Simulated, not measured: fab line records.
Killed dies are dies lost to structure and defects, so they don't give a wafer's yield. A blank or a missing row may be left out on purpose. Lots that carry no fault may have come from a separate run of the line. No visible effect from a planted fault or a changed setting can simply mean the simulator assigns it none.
Which tool is to blame?    flow nand_harc    route of 1159 steps, sampled at 1 step: 15 lots, 45 wafers

WHAT EACH GAUGE READ, for each wafer
NHARC_A_CONTACT_OVL_MEAS_43. Usual: overlay_x_nm 0.1 nm, standard deviation 0.83; overlay_y_nm 0.2 nm, standard deviation 0.9.
lot   measured      on          overlay_x_nm (nm)  overlay_y_nm (nm)  flag
L806  day 16 14:54  overlay-02  0.3 0.3 0.5        0.6 0.8 1.0        
L807  day 16 19:28  overlay-02  -0.2 -0.1 -0.4     0.0 0.0 -0.1       
L804  day 16 20:03  overlay-02  0.1 -0.2 -0.2      0.0 0.7 0.7        
L803  day 16 21:58  overlay-02  0.9 0.4 0.7        0.4 0.0 0.4        
L802  day 17 02:04  overlay-02  -1.6 -1.7 -1.5     0.9 0.7 0.7        
L805  day 17 02:06  overlay-01  -0.6 -0.6 -0.6     -0.8 -0.5 -0.8     
L808  day 17 17:05  overlay-02  0.0 0.2 0.5        0.3 -0.3 -0.3      
L810  day 18 10:44  overlay-01  0.1 -0.2 0.5       0.3 0.4 0.7        
L812  day 18 16:15  overlay-02  -1.0 -1.6 -0.9     0.8 0.4 0.2        
L817  day 19 02:39  overlay-02  0.9 1.4 1.2        -1.6 -1.7 -1.1     
L814  day 19 18:13  overlay-01  -0.5 0.0 0.4       1.0 1.4 1.6        
L819  day 20 11:40  overlay-01  0.4 0.2 -0.2       -0.3 -0.6 -0.8     
L821  day 20 22:34  overlay-01  0.8 0.5 0.5        -1.5 -2.1 -2.5     
L825  day 21 17:10  overlay-02  -0.6 -0.5 -0.5     1.0 1.1 0.8        
L823  day 21 17:45  overlay-01  -0.5 -0.6 -0.3     0.3 0.9 0.7        

TOOL THAT RAN EACH LOT (tool first, then ch and the chambers of the sampled wafers, then the start)
The record shows no process step preceding these readings.

AS READ BY THE TOOLS THEMSELVES (means over the sampled wafers that have a number; for cases with no such wafer, the mark the record gives instead)
The record holds no such reading with a usual standard deviation.

THE ANSWER, worked out from the rows above alone
Rule: a lot is off if the mean of its wafers that have a number lies more than 3 standard deviations from the usual mean. A lot without any number at a reading at which 4 lots or more have one is off too. All remaining lots with rows at the step are treated as sound. After the gauges, taken in route order, come the tools' own readings; for these a lot's mean is taken, as printed above. The first step at which some lot is off is used, and at that step the reading that is off furthest; a lot without a number counts as furthest.
Across all readings shown, no lot is off: no conclusion can be drawn from this.

WHAT THE SIMULATOR HAD INSERTED
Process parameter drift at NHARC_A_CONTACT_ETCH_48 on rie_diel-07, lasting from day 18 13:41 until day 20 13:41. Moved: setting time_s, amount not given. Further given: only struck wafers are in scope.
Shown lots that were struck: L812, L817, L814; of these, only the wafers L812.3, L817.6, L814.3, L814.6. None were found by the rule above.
